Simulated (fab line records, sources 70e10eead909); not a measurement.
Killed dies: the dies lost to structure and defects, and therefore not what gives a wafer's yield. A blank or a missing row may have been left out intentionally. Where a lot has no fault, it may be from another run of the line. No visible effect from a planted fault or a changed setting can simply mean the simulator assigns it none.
Which tool is to blame?    flow nand-harc    route of 1302 steps, sampled at 1 step: 12 lots, 36 wafers

== WHAT EACH GAUGE READ, for each wafer ==
NHARC_P_M0_THK_MEAS_24: measures by xrf.
lot   measured      on             thk-nm (nm)
L075  day 6 12:33   film-metro-02  117.0 119.1 119.0
L077  day 7 04:52   film-metro-01  118.1 116.0 118.8
L079  day 8 02:59   film-metro-01  117.1 119.8 118.9
L081  day 9 04:43   film-metro-02  117.1 116.2 115.5
L083  day 10 03:46  film-metro-02  117.8 116.8 116.5
L085  day 10 19:31  film-metro-01  118.5 120.0 118.4
L087  day 11 19:53  film-metro-01  114.6 117.3 117.6
L088  day 12 09:22  film-metro-01  119.4 117.8 117.6
L091  day 13 04:55  film-metro-01  115.5 118.6 116.0
L092  day 13 21:22  film-metro-01  114.5 116.9 116.0
L095  day 15 04:01  film-metro-02  116.1 115.7 117.8
L096  day 15 19:18  film-metro-02  116.9 117.5 117.1

== TOOL THAT RAN EACH LOT (tool first, then ch and the chambers of the sampled wafers, then the start) ==
Record: no process step prior to these readings.

== THE ANSWER, worked out from the rows above alone ==
Rule: what is usual is taken from the lots themselves. Put in order of their means at a reading, lots are off if they are a third of the lots or fewer, leave a main group of 4 or more, and stand apart from it by a gap of 3 or more times the standard deviation of the main group's means; of several such gaps the widest counts. A main group whose means are all the same, to the digits that the tables above print for the reading, isn't used. A lot without any number at a reading at which 4 lots or more have one is off too. All remaining lots with rows at the step are treated as sound.
No lot is off on any of the readings shown, so nothing can be concluded from this.

== WHAT THE SIMULATOR HAD PUT IN ==
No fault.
